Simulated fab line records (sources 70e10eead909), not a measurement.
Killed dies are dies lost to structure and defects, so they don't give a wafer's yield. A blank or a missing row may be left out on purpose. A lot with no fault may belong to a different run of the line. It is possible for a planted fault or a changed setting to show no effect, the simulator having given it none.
fab line records + flow nandHarc + part 2 of 2: steps 5 to 6 of 6
[record]
- lots = 22
- wafers = 66
- lastDay = 25
route steps=1159 shown A_CONTACT@914
lots that met no fault: from a run of the same line without faults
startH: hours from the record's opening day to when the first of the lot's shown wafers began + waitH: time in hours since the lot's previous step + " repeats the value in the row above + L1.1+2: one row covering several wafers at once + - no value, or no start was given + * or withheld: withheld + < > ~ a bound
route shown NAME@n: NAME is a module with steps in the file, n the number in the route of the first one + usual: mean and standard deviation over wafers with no fault + same: alike in all rows + chamber/n: place in a boat + sites: the reading at each site + _std_site: their standard deviation + _edge_site: outer sites' mean less inner sites' + radiusMm: for every site, how far away it sits from the centre of the wafer + mask NAME#n: copy n + behind: the most recent tool/chamber to have shaped the wafer + hold: why the lot was held/for how many hours/how that ended + device: transistor that didn't switch, given as n, p or np + end of line: the same wafers' tests at the end of the route + step lacking rows: just its recipe + killed: not the wafer's yield, but the dies lost to structure and defects at the first sort + map: dies across one wafer; x = killed, . = not, _ = none there
set.NAME: the setting that was run; set.NAME@STEP: the one run at that earlier step + model.NAME: the simulator's own value behind a step, which no gauge read
steps of the route over a sample of lots; a table a step, a row a wafer
services: a tool's chamber out of use, with start hour (startH, from the record's first day; less than 0 if before it), hours out, and reason
[[steps]]
[step NHARC_A_CONTACT_ETCH_98]
[recipe]
- targetDepthA = 200
- overEtchFrac = 0.5
- timeS = 10
- ionEnergyEv = 250
- c4f6FlowSccm = 25
- o2FlowSccm = 20
- arFlowSccm = 500
- rfW = 600
- biasW = 500
- chemistry = C4F6/O2
[usual]
- drypumpMotorCurrentA = 5.7/0.45
- o2FlowSccm = 20.01/0.057
- oesProductAu = 0.962/0.021
- rfVppV = 547/3.4
- showerheadPlenumPTorr = 3.96/0.17
- throttleValvePct = 26.904/0.009
| lot.wafer | tool       | chamber | startH | waitH | drypumpMotorCurrentA | o2FlowSccm | oesProductAu | rfHoursCounterH | rfVppV | showerheadPlenumPTorr | throttleValvePct |
|-----------|------------|---------|--------|-------|----------------------|------------|--------------|-----------------|--------|-----------------------|------------------|
| L074.3    | rieDiel-04 | 0       | -      | -     | 5.8                  | 19.97      | 0.967        | 17              | 550    | 4.07                  | 26.903           |
| L074.6    | "          | 2       | "      | "     | 6.6                  | 20.01      | 0.967        | -               | 544    | 3.75                  | 26.918           |
| L074.5    | "          | 3       | "      | "     | 5.3                  | 19.97      | 0.954        | -               | 552    | 4.11                  | 26.893           |
| L077.3    | rieDiel-04 | 0       | -      | -     | 5.7                  | 20.15      | 0.995        | 18              | 551    | 4.07                  | 26.902           |
| L077.2    | "          | 1       | "      | "     | 5.6                  | 20.08      | 1.000        | 17              | 546    | 3.92                  | 26.910           |
| L077.5    | "          | 3       | "      | "     | 5.3                  | 20.01      | 1.000        | -               | 549    | 4.11                  | 26.908           |
| L078.2    | rieDiel-04 | 2       | -      | -     | 6.6                  | 20.00      | 0.942        | 20              | 542    | 3.75                  | 26.901           |
| L078.3    | "          | 0       | "      | "     | 5.8                  | 20.02      | 0.929        | 20              | 550    | 4.07                  | 26.892           |
| L078.6    | "          | 2       | "      | "     | 6.6                  | 20.00      | 0.951        | -               | 542    | 3.75                  | 26.909           |
| L079.1    | rieDiel-04 | 2       | -      | -     | 6.6                  | 19.97      | 0.970        | 20              | 544    | 3.75                  | 26.922           |
| L079.4    | "          | 0       | "      | "     | 5.7                  | 19.97      | 0.947        | 20              | 548    | 4.07                  | 26.912           |
| L079.6    | "          | 2       | "      | "     | 6.6                  | 19.93      | 0.949        | -               | 545    | 3.75                  | 26.900           |
| L081.4    | rieDiel-04 | 3       | -      | -     | 5.3                  | 19.97      | 0.963        | 26              | 551    | 4.10                  | 26.897           |
| L081.1    | "          | 0       | "      | "     | 5.7                  | 20.09      | 0.968        | 26              | 550    | 4.06                  | 26.899           |
| L081.6    | "          | 3       | "      | "     | 5.3                  | 19.93      | 0.973        | -               | 551    | 4.10                  | 26.890           |
| L083.2    | rieDiel-04 | 1       | -      | -     | 5.6                  | 19.94      | 0.953        | 26              | 546    | 3.92                  | 26.906           |
| L083.1    | "          | 3       | "      | "     | 5.3                  | 19.98      | 0.972        | 26              | 550    | 4.10                  | 26.884           |
| L083.5    | "          | 0       | "      | "     | 5.7                  | 19.99      | 0.957        | -               | 550    | 4.06                  | 26.901           |
| L080.2    | rieDiel-04 | 1       | -      | -     | 5.7                  | 19.97      | 0.939        | 28              | 547    | 3.92                  | 26.903           |
| L080.4    | "          | 2       | "      | "     | 6.6                  | 20.01      | 0.951        | 28              | 543    | 3.74                  | 26.907           |
| L080.5    | "          | 0       | "      | "     | 5.7                  | 19.97      | 0.937        | -               | 550    | 4.06                  | 26.911           |
| L082.3    | rieDiel-01 | 0       | -      | -     | 5.6                  | 20.04      | 0.972        | 53              | 543    | 3.74                  | 26.919           |
| L082.2    | "          | 1       | "      | "     | 6.0                  | 19.99      | 0.966        | 53              | 549    | 4.03                  | 26.902           |
| L082.4    | "          | 2       | "      | "     | 5.4                  | 20.05      | 0.971        | 41              | 542    | 3.70                  | 26.905           |
| L084.4    | rieDiel-10 | 2       | -      | -     | 6.1                  | 20.03      | 0.968        | 30              | 550    | 4.08                  | 26.893           |
| L084.2    | "          | 3       | "      | "     | 5.3                  | 20.05      | 0.940        | 29              | 548    | 4.03                  | 26.892           |
| L084.1    | "          | 0       | "      | "     | 5.3                  | 20.10      | 0.949        | 29              | 542    | 3.70                  | 26.905           |
| L088.4    | rieDiel-10 | 0       | -      | -     | 5.3                  | 19.95      | 0.958        | 32              | 542    | 3.70                  | 26.904           |
| L088.2    | "          | 1       | "      | "     | 5.4                  | 20.09      | 0.943        | 34              | 551    | 4.17                  | 26.899           |
| L088.1    | "          | 2       | "      | "     | 6.1                  | 19.98      | 0.950        | 33              | 550    | 4.08                  | 26.911           |
| L085.3    | rieDiel-01 | 0       | 460.00 | 0.1   | 5.6                  | 20.01      | 0.954        | 55              | 542    | 3.74                  | 26.902           |
| L085.1    | "          | 1       | "      | "     | 6.0                  | 20.04      | 0.959        | 55              | 550    | 4.03                  | 26.885           |
| L085.6    | "          | 0       | "      | "     | 5.6                  | 19.99      | 0.950        | -               | 544    | 3.74                  | 26.899           |
| L087.3    | rieDiel-01 | 1       | 463.94 | 0.5   | 6.0                  | 19.92      | 0.992        | 57              | 549    | 4.03                  | 26.906           |
| L087.1    | "          | 0       | "      | "     | 5.6                  | 20.09      | 0.995        | 57              | 542    | 3.74                  | 26.920           |
| L087.5    | "          | 0       | "      | "     | 5.6                  | 19.98      | 0.993        | -               | 543    | 3.74                  | 26.918           |
| L086.3    | rieDiel-01 | 3       | -      | -     | 5.0                  | 20.05      | 0.970        | 65              | 552    | 4.19                  | 26.895           |
| L086.5    | "          | 1       | "      | "     | 6.0                  | 19.98      | 0.974        | -               | 548    | 4.03                  | 26.905           |
| L086.6    | "          | 2       | "      | "     | 5.4                  | 19.99      | 0.977        | -               | 545    | 3.70                  | 26.930           |
| L090.1    | rieDiel-04 | 0       | -      | -     | 5.7                  | 19.96      | 1.001        | 1               | 549    | 4.06                  | 26.912           |
| L090.4    | "          | 1       | "      | "     | 5.7                  | 20.01      | 1.005        | 0               | 547    | 3.91                  | 26.907           |
| L090.6    | "          | 0       | "      | "     | 5.8                  | 19.87      | 0.984        | -               | 551    | 4.06                  | 26.897           |
| L089.4    | rieDiel-04 | 2       | -      | -     | 6.6                  | 20.09      | 0.938        | 2               | 543    | 3.74                  | 26.924           |
| L089.2    | "          | 0       | "      | "     | 5.8                  | 20.03      | 0.956        | 2               | 550    | 4.06                  | 26.913           |
| L089.5    | "          | 1       | "      | "     | 5.7                  | 20.01      | 0.942        | -               | 546    | 3.91                  | 26.902           |
| L093.1    | rieDiel-04 | 1       | -      | -     | 5.7                  | 19.98      | 0.969        | 2               | 546    | 3.91                  | 26.899           |
| L093.4    | "          | 0       | "      | "     | 5.7                  | 19.97      | 0.959        | 3               | 549    | 4.06                  | 26.890           |
| L093.5    | "          | 2       | "      | "     | 6.6                  | 19.99      | 0.953        | -               | 543    | 3.74                  | 26.906           |
| L092.4    | rieDiel-10 | 2       | -      | -     | 6.1                  | 19.91      | 0.947        | 49              | 549    | 4.07                  | 26.922           |
| L092.3    | "          | 3       | "      | "     | 5.3                  | 20.01      | 0.948        | 46              | 548    | 4.02                  | 26.905           |
| L092.1    | "          | 1       | "      | "     | 5.4                  | 19.95      | 0.946        | 48              | 551    | 4.16                  | 26.896           |
| L091.1    | rieDiel-04 | 0       | -      | -     | 5.7                  | 19.91      | 0.954        | 5               | 550    | 4.06                  | 26.908           |
| L091.2    | "          | 2       | "      | "     | 6.6                  | 20.01      | 0.944        | 4               | 543    | 3.74                  | 26.911           |
| L091.3    | "          | 3       | "      | "     | 5.3                  | 19.98      | 0.942        | 4               | 549    | 4.09                  | 26.896           |
| L095.2    | rieDiel-04 | 1       | -      | -     | 5.6                  | 20.06      | 0.953        | 6               | 547    | 3.91                  | 26.904           |
| L095.6    | "          | 0       | "      | "     | 5.7                  | 19.91      | 0.937        | -               | 549    | 4.05                  | 26.900           |
| L095.5    | "          | 1       | "      | "     | 5.6                  | 20.01      | 0.959        | -               | 545    | 3.91                  | 26.897           |
| L097.1    | rieDiel-01 | 2       | -      | -     | 5.4                  | 20.13      | 0.983        | 6               | 541    | 3.69                  | 26.907           |
| L097.2    | "          | 3       | "      | "     | 5.1                  | 20.02      | 0.992        | 8               | 550    | 4.18                  | 26.902           |
| L097.5    | "          | 1       | "      | "     | 6.0                  | 19.95      | 0.989        | -               | 549    | 4.02                  | 26.902           |
| L094.2    | rieDiel-10 | 0       | -      | -     | 5.2                  | 20.02      | 1.007        | 52              | 543    | 3.68                  | 26.892           |
| L094.4    | "          | 2       | "      | "     | 6.1                  | 19.92      | 1.005        | 60              | 550    | 4.06                  | 26.909           |
| L094.6    | "          | 1       | "      | "     | 5.4                  | 20.02      | 1.002        | -               | 551    | 4.15                  | 26.900           |
| L096.1    | rieDiel-04 | 1       | -      | -     | 5.7                  | 19.95      | 0.930        | 9               | 547    | 3.91                  | 26.894           |
| L096.6    | "          | 2       | "      | "     | 6.6                  | 20.05      | 0.933        | -               | 543    | 3.73                  | 26.893           |
| L096.5    | "          | 3       | "      | "     | 5.3                  | 19.96      | 0.948        | -               | 549    | 4.09                  | 26.905           |
[step NHARC_A_CONTACT_STRIP_26]
[recipe]
- o2FlowSccm = 500
- arFlowSccm = 0
- biasW = 0
- chemistry = O2
[usual]
- drypumpMotorCurrentA = 5.7/0.43
- o2FlowSccm = 500.1/1.6
- oesProductAu = 1.001/0.0059
- rfVppV = 57.9/0.9
- showerheadPlenumPTorr = 3.57/0.14
- throttleValvePct = 17.037/0.01
| lot.wafer | tool       | chamber | startH | waitH | drypumpMotorCurrentA | o2FlowSccm | oesProductAu | rfHoursCounterH | rfVppV | showerheadPlenumPTorr | throttleValvePct |
|-----------|------------|---------|--------|-------|----------------------|------------|--------------|-----------------|--------|-----------------------|------------------|
| L074.3    | rieDiel-01 | 0       | -      | -     | 5.6                  | 501.5      | 1.008        | 28              | 57.8   | 3.38                  | 17.047           |
| L074.6    | "          | 1       | "      | "     | 6.0                  | 499.4      | 0.999        | -               | 58.2   | 3.64                  | 17.025           |
| L074.5    | "          | 3       | "      | "     | 5.0                  | 500.8      | 0.996        | -               | 58.1   | 3.79                  | 17.036           |
| L077.3    | rieDiel-10 | 3       | -      | -     | 5.3                  | 500.4      | 0.991        | 8               | 59.7   | 3.64                  | 17.051           |
| L077.2    | "          | 1       | "      | "     | 5.5                  | 500.2      | 0.994        | 10              | 57.8   | 3.77                  | 17.060           |
| L077.5    | "          | 3       | "      | "     | 5.3                  | 499.5      | 0.985        | -               | 57.4   | 3.64                  | 17.040           |
| L078.3    | rieDiel-04 | 2       | -      | -     | 6.6                  | 499.5      | 0.982        | 20              | 56.9   | 3.37                  | 17.042           |
| L078.2    | "          | 3       | "      | "     | 5.3                  | 501.7      | 1.003        | 19              | 58.7   | 3.69                  | 17.038           |
| L078.6    | "          | 1       | "      | "     | 5.7                  | 500.2      | 0.996        | -               | 57.5   | 3.53                  | 17.040           |
| L079.4    | rieDiel-04 | 2       | -      | -     | 6.6                  | 502.5      | 1.001        | 20              | 56.7   | 3.37                  | 17.013           |
| L079.1    | "          | 0       | "      | "     | 5.8                  | 497.0      | 1.003        | 20              | 59.2   | 3.66                  | 17.042           |
| L079.6    | "          | 3       | "      | "     | 5.3                  | 500.1      | 0.995        | -               | 57.0   | 3.69                  | 17.042           |
| L081.4    | rieDiel-04 | 0       | -      | -     | 5.7                  | 502.0      | 0.999        | 26              | 58.4   | 3.66                  | 17.011           |
| L081.1    | "          | 1       | "      | "     | 5.7                  | 499.3      | 0.996        | 26              | 58.2   | 3.52                  | 17.053           |
| L081.6    | "          | 0       | "      | "     | 5.7                  | 503.2      | 1.000        | -               | 58.0   | 3.66                  | 17.019           |
| L083.2    | rieDiel-10 | 1       | -      | -     | 5.5                  | 500.1      | 0.997        | 28              | 57.9   | 3.76                  | 17.042           |
| L083.1    | "          | 3       | "      | "     | 5.3                  | 498.8      | 0.989        | 26              | 58.4   | 3.63                  | 17.029           |
| L083.5    | "          | 0       | "      | "     | 5.2                  | 501.0      | 1.016        | -               | 57.3   | 3.32                  | 17.033           |
| L080.2    | rieDiel-04 | 1       | -      | -     | 5.7                  | 500.6      | 0.989        | 28              | 57.6   | 3.52                  | 17.044           |
| L080.4    | "          | 2       | "      | "     | 6.6                  | 500.9      | 0.997        | 28              | 58.2   | 3.36                  | 17.047           |
| L080.5    | "          | 3       | "      | "     | 5.3                  | 498.7      | 0.994        | -               | 57.9   | 3.69                  | 17.049           |
| L082.3    | rieDiel-04 | 3       | -      | -     | 5.3                  | 501.2      | 1.003        | 29              | 59.4   | 3.69                  | 17.039           |
| L082.4    | "          | 0       | "      | "     | 5.7                  | 500.6      | 1.001        | 29              | 57.5   | 3.66                  | 17.029           |
| L082.2    | "          | 1       | "      | "     | 5.7                  | 498.2      | 1.006        | 29              | 58.8   | 3.52                  | 17.025           |
| L084.2    | rieDiel-04 | 1       | -      | -     | 5.6                  | 500.2      | 1.002        | 29              | 58.1   | 3.52                  | 17.035           |
| L084.1    | "          | 2       | "      | "     | 6.6                  | 499.9      | 1.000        | 29              | 58.7   | 3.36                  | 17.038           |
| L084.4    | "          | 0       | "      | "     | 5.7                  | 502.8      | 1.000        | 29              | 57.8   | 3.65                  | 17.042           |
| L088.1    | rieDiel-10 | 2       | -      | -     | 6.1                  | 498.6      | 1.008        | 33              | 58.2   | 3.67                  | 17.034           |
| L088.4    | "          | 3       | "      | "     | 5.3                  | 500.9      | 1.004        | 31              | 59.1   | 3.62                  | 17.034           |
| L088.2    | "          | 0       | "      | "     | 5.2                  | 501.4      | 1.000        | 32              | 55.6   | 3.32                  | 17.029           |
| L085.3    | rieDiel-04 | 3       | -      | -     | 5.3                  | 499.3      | 0.994        | 30              | 58.6   | 3.69                  | 17.021           |
| L085.1    | "          | 0       | "      | "     | 5.7                  | 499.1      | 0.999        | 31              | 57.9   | 3.65                  | 17.039           |
| L085.6    | "          | 1       | "      | "     | 5.7                  | 499.5      | 0.993        | -               | 57.1   | 3.52                  | 17.036           |
| L087.1    | rieDiel-04 | 3       | -      | -     | 5.3                  | 501.7      | 0.992        | 32              | 58.0   | 3.69                  | 17.024           |
| L087.3    | "          | 1       | "      | "     | 5.7                  | 497.4      | 1.000        | 32              | 58.4   | 3.52                  | 17.040           |
| L087.5    | "          | 0       | "      | "     | 5.7                  | 500.7      | 1.003        | -               | 58.5   | 3.65                  | 17.043           |
| L086.3    | rieDiel-04 | 0       | -      | -     | 5.8                  | 501.3      | 0.999        | 0               | 58.3   | 3.65                  | 17.054           |
| L086.6    | "          | 3       | "      | "     | 5.3                  | 503.9      | 1.004        | -               | 58.4   | 3.69                  | 17.039           |
| L086.5    | "          | 0       | "      | "     | 5.7                  | 499.7      | 1.001        | -               | 59.4   | 3.65                  | 17.048           |
| L090.1    | rieDiel-10 | 3       | -      | -     | 5.3                  | 501.4      | 1.004        | 41              | 56.5   | 3.62                  | 17.036           |
| L090.4    | "          | 0       | "      | "     | 5.3                  | 500.9      | 1.007        | 37              | 56.8   | 3.31                  | 17.024           |
| L090.6    | "          | 0       | "      | "     | 5.2                  | 498.2      | 1.004        | -               | 58.6   | 3.32                  | 17.037           |
| L089.4    | rieDiel-04 | 3       | -      | -     | 5.3                  | 498.8      | 0.995        | 2               | 57.4   | 3.69                  | 17.057           |
| L089.2    | "          | 1       | "      | "     | 5.7                  | 498.8      | 1.000        | 2               | 57.0   | 3.52                  | 17.031           |
| L089.5    | "          | 3       | "      | "     | 5.3                  | 502.1      | 0.993        | -               | 57.9   | 3.69                  | 17.038           |
| L093.4    | rieDiel-04 | 1       | -      | -     | 5.7                  | 502.2      | 0.998        | 2               | 58.8   | 3.52                  | 17.035           |
| L093.1    | "          | 2       | "      | "     | 6.6                  | 502.7      | 0.996        | 2               | 58.3   | 3.36                  | 17.058           |
| L093.5    | "          | 1       | "      | "     | 5.7                  | 501.0      | 1.000        | -               | 58.5   | 3.52                  | 17.045           |
| L092.1    | rieDiel-04 | 3       | -      | -     | 5.3                  | 499.1      | 1.008        | 3               | 55.5   | 3.69                  | 17.027           |
| L092.3    | "          | 1       | "      | "     | 5.7                  | 497.9      | 0.996        | 3               | 56.6   | 3.52                  | 17.026           |
| L092.4    | "          | 2       | "      | "     | 6.6                  | 500.9      | 1.002        | 3               | 58.5   | 3.36                  | 17.026           |
| L091.1    | rieDiel-10 | 2       | -      | -     | 6.1                  | 496.7      | 1.010        | 52              | 58.1   | 3.66                  | 17.037           |
| L091.3    | "          | 0       | "      | "     | 5.2                  | 497.8      | 1.002        | 45              | 57.1   | 3.31                  | 17.044           |
| L091.2    | "          | 1       | "      | "     | 5.4                  | 499.3      | 1.007        | 51              | 58.3   | 3.74                  | 17.024           |
| L095.2    | rieDiel-01 | 2       | -      | -     | 5.4                  | 500.9      | 0.995        | 6               | 56.4   | 3.32                  | 17.030           |
| L095.6    | "          | 0       | "      | "     | 5.6                  | 499.5      | 0.995        | -               | 57.3   | 3.35                  | 17.047           |
| L095.5    | "          | 1       | "      | "     | 6.0                  | 499.4      | 0.999        | -               | 56.9   | 3.62                  | 17.051           |
| L097.1    | rieDiel-10 | 0       | -      | -     | 5.2                  | 498.6      | 1.008        | 49              | 57.7   | 3.31                  | 17.021           |
| L097.2    | "          | 1       | "      | "     | 5.5                  | 500.1      | 1.004        | 55              | 58.8   | 3.74                  | 17.025           |
| L097.5    | "          | 3       | "      | "     | 5.3                  | 498.1      | 0.998        | -               | 58.1   | 3.61                  | 17.038           |
| L094.4    | rieDiel-10 | 1       | -      | -     | 5.4                  | 499.9      | 1.005        | 58              | 56.9   | 3.74                  | 17.039           |
| L094.2    | "          | 2       | "      | "     | 6.1                  | 500.6      | 1.012        | 60              | 56.7   | 3.66                  | 17.030           |
| L094.6    | "          | 1       | "      | "     | 5.5                  | 499.0      | 1.005        | -               | 59.3   | 3.74                  | 17.018           |
| L096.1    | rieDiel-04 | 0       | -      | -     | 5.7                  | 497.9      | 1.006        | 9               | 58.5   | 3.65                  | 17.028           |
| L096.6    | "          | 3       | "      | "     | 5.3                  | 500.8      | 1.003        | -               | 56.9   | 3.68                  | 17.044           |
| L096.5    | "          | 0       | "      | "     | 5.7                  | 497.7      | 1.000        | -               | 58.4   | 3.65                  | 17.037           |
[[services]]
| tool       | chamber | startH | hours | kind   |
|------------|---------|--------|-------|--------|
| rieDiel-04 | 0       | 346.92 | -     | clean  |
| rieDiel-04 | 1       | 346.92 | -     | clean  |
| rieDiel-04 | 2       | 346.92 | -     | clean  |
| rieDiel-04 | 3       | 346.92 | -     | clean  |
| rieDiel-10 | -       | 353.50 | 9.0   | pm     |
| rieDiel-01 | 2       | 370.60 | 14.2  | repair |
| rieDiel-04 | 0       | 371.42 | -     | clean  |
| rieDiel-04 | 1       | 371.42 | -     | clean  |
| rieDiel-04 | 2       | 371.42 | -     | clean  |
| rieDiel-04 | 3       | 371.42 | -     | clean  |
| rieDiel-04 | -       | 393.64 | 0.7   | repair |
| rieDiel-04 | 0       | 395.92 | -     | clean  |
| rieDiel-04 | 1       | 395.92 | -     | clean  |
| rieDiel-04 | 2       | 395.92 | -     | clean  |
| rieDiel-04 | 3       | 395.92 | -     | clean  |
| rieDiel-04 | 0       | 420.42 | -     | clean  |
| rieDiel-10 | 2       | 423.51 | 3.3   | repair |
| rieDiel-01 | 0       | 453.61 | 3.1   | repair |
| rieDiel-01 | 2       | 458.27 | 8.7   | repair |
| rieDiel-10 | 0       | 463.85 | 7.3   | repair |
| rieDiel-04 | -       | 465.95 | 9.0   | pm     |
| rieDiel-01 | -       | 492.10 | 9.0   | pm     |
| rieDiel-01 | 2       | 504.88 | 3.7   | repair |
| rieDiel-04 | -       | 523.29 | 0.9   | repair |
